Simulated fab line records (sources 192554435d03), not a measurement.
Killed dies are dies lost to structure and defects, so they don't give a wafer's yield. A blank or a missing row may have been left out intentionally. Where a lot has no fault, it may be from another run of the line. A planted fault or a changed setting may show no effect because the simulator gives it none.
The same fault as seen by 2 desks    flow n5-finfet    each desk has only its own numbers; what lay behind them comes last

## DESK OF THE TOOL OWNER: euv-scanner-01
The tool's own readings at N5_BEOL_M2_EXPOSE_25 (exposes mask V1, defocus 5 nm): means of the sampled wafers that have a number, for each lot that ran on this tool. Any lot whose mean is over 4 standard deviations away from the usual mean is out of limits and marked OUT; that distance is given in the brackets.
Columns: A = exposure-dose-mJ-cm2 at N5_BEOL_M2_EXPOSE_25, usual 62.93; B = reticle-temp-C at N5_BEOL_M2_EXPOSE_25, usual 22.98 C
lot   first seen here  A                B
L518  day 7 16:31      62.95            22.96
L523  day 8 09:29      62.87            22.99
L520  day 8 09:33      62.89            23.00
L524  day 8 13:56      62.85            23.11
L535  day 11 04:59     68.31 (+45) OUT  22.87
L540  day 11 23:03     67.24 (+36) OUT  22.96
This desk's verdict: out of limits on L535, L540, starting with L535 at day 11 04:59 (exposure-dose-mJ-cm2 at N5_BEOL_M2_EXPOSE_25). In limits: L518, L523, L520, L524.

## METROLOGY DESK
What the gauges read for every lot (on any tool): the sampled wafers with a number, averaged. Any lot whose mean is over 4 standard deviations away from the usual mean is out of limits and marked OUT; that distance is given in the brackets. 7 of its 13 readings are shown: the first one out of limits and those lying furthest out on some lot.
Columns: A = M1_THK at N5_BEOL_M1_THK_MEAS_53, usual 39.8 nm; B = cd-nm at N5_BEOL_M2_CD_MEAS_28, usual 26.30 nm; C = DIBL_N at N5_BEOL_M4_RC_MEAS_101, usual 36.6 mV/V; D = IOFF_P at N5_BEOL_M4_RC_MEAS_101, usual 0.22 nA/um; E = ION_P at N5_BEOL_M4_RC_MEAS_101, usual 462 uA/um; F = SS_N at N5_BEOL_M4_RC_MEAS_101, usual 71.6 mV/dec; G = VT_P at N5_BEOL_M4_RC_MEAS_101, usual -250 mV
lot   first seen here  A     B                 C     D     E    F     G
L518  day 7 13:16      38.7  26.33             36.6  0.27  470  70.7  -245
L523  day 8 04:20      40.1  26.33             35.9  0.21  457  71.6  -250
L520  day 8 07:45      38.6  26.18             34.9  0.21  477  70.6  -249
L524  day 8 11:43      40.5  26.21             36.7  0.23  464  71.8  -249
L529  day 9 07:56      40.6  26.39             34.2  0.20  462  71.6  -251
L534  day 10 15:37     43.0  26.23             37.6  0.27  462  72.2  -247
L535  day 10 23:44     39.7  27.78 (+6.2) OUT  36.2  0.24  465  71.7  -247
L540  day 11 20:58     40.3  27.39 (+4.5) OUT  38.3  0.27  467  72.0  -244
L539  day 11 20:59     41.7  26.27             36.3  0.22  466  71.4  -249
This desk's verdict: out of limits on L535, L540, starting with L535 at day 11 05:08 (cd-nm at N5_BEOL_M2_CD_MEAS_28). In limits: L518, L523, L520, L524, L529, L534, L539.

## ALL TOGETHER
The tool owner's desk had the chance to raise an alarm at day 11 04:59 on L535, L540.
L535, L540 would have let the metrology desk raise an alarm at day 11 05:08.
Every lot named ran N5_BEOL_M2_EXPOSE_25 on euv-scanner-01.

## WHAT WAS PUT IN BY THE SIMULATOR
Drift in process parameters on euv-scanner-01 at N5_BEOL_M2_EXPOSE_25, starting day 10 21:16. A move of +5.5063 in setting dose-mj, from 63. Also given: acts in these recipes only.
Struck lots among those shown: L535, L540.
Delay (hours) between the fault's onset and each desk's first out-of-limits reading: 8 at the tool owner's desk, 8 at the metrology desk.
